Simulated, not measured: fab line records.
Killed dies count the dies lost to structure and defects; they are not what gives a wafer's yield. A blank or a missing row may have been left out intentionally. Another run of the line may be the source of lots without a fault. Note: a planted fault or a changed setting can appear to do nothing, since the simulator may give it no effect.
Lot-split experiment -- flow n5Finfet -- on a route of 1938 steps: 7 lots, 36 wafers read

ON THE SPLIT
At N5_BEOL_M10_TRENCH_ETCH_37 (etches SiCOH lowk in C4F6/O2, target depth 148.83 nm, time 48 s), the setting targetDepthA was moved away from the recipe's 1488.3 angstrom on 13 of the 36 wafers read, by -42.9% to +57.6%. For the rest of the wafers, this setting stayed at what the recipe calls for.

FROM THE SPLIT TO THE READING: what the file shows between them, 8 steps
- N5_BEOL_M10_ETCH_41: etches SiCN in CH3F/O2, target depth 42.6 nm, time 86 s
- N5_BEOL_M10_STRIP_77: strips in N2/H2, time 10 s
- N5_BEOL_M10_OCD_MEAS_38
- N5_BEOL_M10_HM_STRIP_39: strips TiN in peroxide tin strip, target depth 25 nm, time 158 s
- N5_BEOL_M10_SRD_40: time 30 s
- N5_BEOL_M10_ECD_50: material Cu, target thk 318 nm
- N5_BEOL_M10_ANNEAL_51: time 90 s
- N5_BEOL_M10_CMP_52: polishes, stops on SiCOH lowk, t overpolish 7 s, target thk 140 nm

THE READING
M10_THK, in nm, at N5_BEOL_M10_THK_MEAS_53 (measures by xrf). Typical for fault-free wafers on this fab line: 139.4 nm, with standard deviation 3 nm.

wafer,"tool, chamber at the split","targetDepthA as run, angstrom",against the recipe,"M10_THK, nm",against lot-mates on the recipe
L075.1,"rieDiel-03, 2",1488.3,recipe,143.0,-
L075.2,"rieDiel-03, 3",2161,+45.2%,215.6,+74.4
L075.3,"rieDiel-03, 1",1488.3,recipe,140.1,-
L075.4,"rieDiel-03, 0",2161,+45.2%,208.4,+67.2
L075.5,"rieDiel-03, 1",1488.3,recipe,140.5,-
L075.6,"rieDiel-03, 2",2161,+45.2%,212.3,+71.1
L077.1,"rieDiel-06, 0",1488.3,recipe,136.4,-
L077.2,"rieDiel-06, 2",1488.3,recipe,137.7,-
L077.3,"rieDiel-06, 3",1488.3,recipe,137.4,-
L077.4,"rieDiel-06, 1",1488.3,recipe,140.5,-
L077.5,"rieDiel-06, 0",1488.3,recipe,139.2,-
L077.6,"rieDiel-06, 1",1488.3,recipe,140.7,-
L079.1,"rieDiel-04, 0",1488.3,recipe,139.2,-
L079.3,"rieDiel-04, 1",2346,+57.6%,231.7,+92.8
L079.6,"rieDiel-04, 0",1488.3,recipe,138.6,-
L082.1,"rieDiel-04, 1",2118,+42.3%,205.0,+68.4
L082.2,"rieDiel-04, 0",1488.3,recipe,135.8,-
L082.3,"rieDiel-04, 3",1488.3,recipe,139.7,-
L082.4,"rieDiel-04, 2",2118,+42.3%,206.5,+69.9
L082.5,"rieDiel-04, 0",1488.3,recipe,134.2,-
L082.6,"rieDiel-04, 3",2118,+42.3%,200.5,+63.9
L084.1,"rieDiel-04, 2",1488.3,recipe,148.2,-
L084.2,"rieDiel-04, 0",1488.3,recipe,139.4,-
L084.5,"rieDiel-04, 0",1488.3,recipe,139.2,-
L091.1,"rieDiel-04, 0",1739,+16.8%,162.6,+21.1
L091.2,"rieDiel-04, 1",1488.3,recipe,141.2,-
L091.3,"rieDiel-04, 2",1488.3,recipe,141.0,-
L091.4,"rieDiel-04, 3",1739,+16.8%,163.3,+21.8
L091.5,"rieDiel-04, 3",1739,+16.8%,165.6,+24.1
L091.6,"rieDiel-04, 2",1488.3,recipe,142.2,-
L094.1,"rieDiel-03, 2",1488.3,recipe,143.9,-
L094.2,"rieDiel-03, 0",1488.3,recipe,137.2,-
L094.3,"rieDiel-03, 1",850.5,-42.9%,74.9,-65.0
L094.4,"rieDiel-03, 3",850.5,-42.9%,78.4,-61.5
L094.5,"rieDiel-03, 0",850.5,-42.9%,76.6,-63.3
L094.6,"rieDiel-03, 1",1488.3,recipe,138.5,-

THE FIT
A straight line over all 36 wafers: M10_THK changes by +1.53 nm for each +1% of targetDepthA; r = +1.00; the points scatter about the line by 3 nm.
The same after taking each lot's own level away (the mean of its wafers on the recipe; 36 wafers): +1.54 nm for each +1%; r = +1.00; scatter 2.8 nm.
According to that fit, moving targetDepthA by its largest amount changes the reading by 89 nm.
Across the lots, their own levels run from 136.57 to 142.27 nm, a range of 1.9 times the standard deviation given above.
Consequently the slope shifts little with the lot-to-lot level, the two slopes agreeing.
Check: for one of the wafers moved furthest among these (+57.6%), held out of the fit, the line's prediction against its lot-mates is +88.6 nm. It came out at +92.8 nm against them.

THE WHOLE CHAIN: every reading that the file lists as answering this split, in the file's order
step,what it does,reading,change (the file's fit),r (the file's)
N5_BEOL_M10_TRENCH_ETCH_37,"etches SiCOH lowk in C4F6/O2, target depth 148.83 nm, time 48 s","BEOL_M10.featureDepthNm (the simulator's own value, which no gauge read)",+1.53 nm for each +1% of the setting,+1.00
N5_BEOL_M10_TRENCH_ETCH_37,"etches SiCOH lowk in C4F6/O2, target depth 148.83 nm, time 48 s","etch.depthNm (the simulator's own value, which no gauge read)",+1.53 nm for each +1% of the setting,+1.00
N5_BEOL_M10_TRENCH_ETCH_37,"etches SiCOH lowk in C4F6/O2, target depth 148.83 nm, time 48 s","TiN_of_BEOL_M10_HM_DEP_02.thkNm (the simulator's own value, which no gauge read)",-0.0457 nm for each +1% of the setting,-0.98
N5_BEOL_M10_OCD_MEAS_38,,trenchDepthNm,+1.55 nm for each +1% of the setting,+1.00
N5_BEOL_M10_CMP_52,"polishes, stops on SiCOH lowk, t overpolish 7 s, target thk 140 nm","Cu_of_BEOL_M10_ECD_50.thkNm (the simulator's own value, which no gauge read)",+1.54 nm for each +1% of the setting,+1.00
N5_BEOL_M10_THK_MEAS_53,measures by xrf,M10_THK,+1.55 for each +1% of the setting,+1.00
N5_BEOL_M10_RS_MEAS_57,measures by four-point-probe,M10_RS,"not straight: 0.298 at the lowest setting, 0.151 at the recipe, 0.088 at the highest",not given

FILE'S OWN FIT
M10_THK changes by +1.55 nm for each +1% of targetDepthA, r = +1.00.
